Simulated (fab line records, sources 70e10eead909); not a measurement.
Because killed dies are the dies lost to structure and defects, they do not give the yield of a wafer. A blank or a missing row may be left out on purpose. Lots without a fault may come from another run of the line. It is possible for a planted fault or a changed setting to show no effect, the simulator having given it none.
One fault through the eyes of 3 desks | flow nandHarc | only its own numbers are on each desk; what lay behind them is given at the end

== THE TOOL OWNER'S DESK: pecvd-02 ==
The tool's own readings at NHARC_A_CHANNEL_HOLE_D2_DEP_01 (deposits SiON, target thk 140 nm): means of the sampled wafers that have a number, for each lot that ran on this tool. A lot is out of limits, marked OUT, if its mean lies more than 4 standard deviations from the usual mean; the brackets give that distance.
Columns: A = heaterPowerW at NHARC_A_CHANNEL_HOLE_D2_DEP_01, usual 749 W
lot  | first seen here | A
L701 | day 13 10:47    | 740
L704 | day 14 12:15    | 746
L708 | day 16 04:22    | 757
L709 | day 16 07:22    | 828
L710 | day 17 01:51    | 795
L713 | day 17 14:40    | 720
L720 | day 20 20:39    | 744
L723 | day 22 13:13    | 741
Finding of this desk: none of the 8 lots has anything out of limits.

== AT THE METROLOGY DESK ==
Means of the sampled wafers that have a number, per lot and without regard to the tool the lot ran on: this is what the gauges read. A lot is out of limits, marked OUT, if its mean lies more than 4 standard deviations from the usual mean; the brackets give that distance.
Columns: A = thkNm at NHARC_A_BONDPAD_THK_MEAS_20, usual 169.6 nm
lot  | first seen here | A
L701 | day 23 21:45    | 171.0
L703 | day 24 00:29    | 169.6
L704 | day 24 10:08    | 167.4
L705 | day 25 20:10    | 169.1
L708 | day 26 08:07    | 168.8
L709 | day 26 11:53    | 170.5
L713 | day 27 07:55    | 168.4
L710 | day 27 11:17    | 172.7
L712 | day 27 18:08    | 170.5
L720 | day 31 16:28    | 170.7
L722 | day 31 19:42    | 167.6
L724 | day 32 10:33    | 169.5
L723 | day 32 14:07    | 170.3
Finding of this desk: none of the 13 lots has anything out of limits.

== THE DEFECT DESK ==
Inspection counts along the route, by lot: the mean over sampled wafers that carry a number. A lot is out of limits, marked OUT, if its mean lies more than 4 standard deviations from the usual mean; the brackets give that distance.
Columns: A = rawDefectCount at NHARC_A_BONDPAD_INSPECT_23, usual 547
lot  | first seen here | A
L701 | day 23 21:59    | 676
L703 | day 24 00:43    | 508
L704 | day 24 10:20    | 447
L705 | day 25 20:24    | 576
L708 | day 26 08:20    | 651
L709 | day 26 12:06    | 728
L713 | day 27 08:08    | 520
L710 | day 27 11:31    | 512
L712 | day 27 18:22    | 606
L720 | day 31 16:40    | 512
L722 | day 31 19:56    | 533
L724 | day 32 10:45    | 616
L723 | day 32 14:19    | 517
Finding of this desk: none of the 13 lots has anything out of limits.

== ALL TOGETHER ==
Nothing out of limits was seen by the tool owner's desk.
From the metrology desk's view, nothing was out of limits.
The defect desk saw nothing out of limits.

== WHAT HAD BEEN PUT IN BY THE SIMULATOR ==
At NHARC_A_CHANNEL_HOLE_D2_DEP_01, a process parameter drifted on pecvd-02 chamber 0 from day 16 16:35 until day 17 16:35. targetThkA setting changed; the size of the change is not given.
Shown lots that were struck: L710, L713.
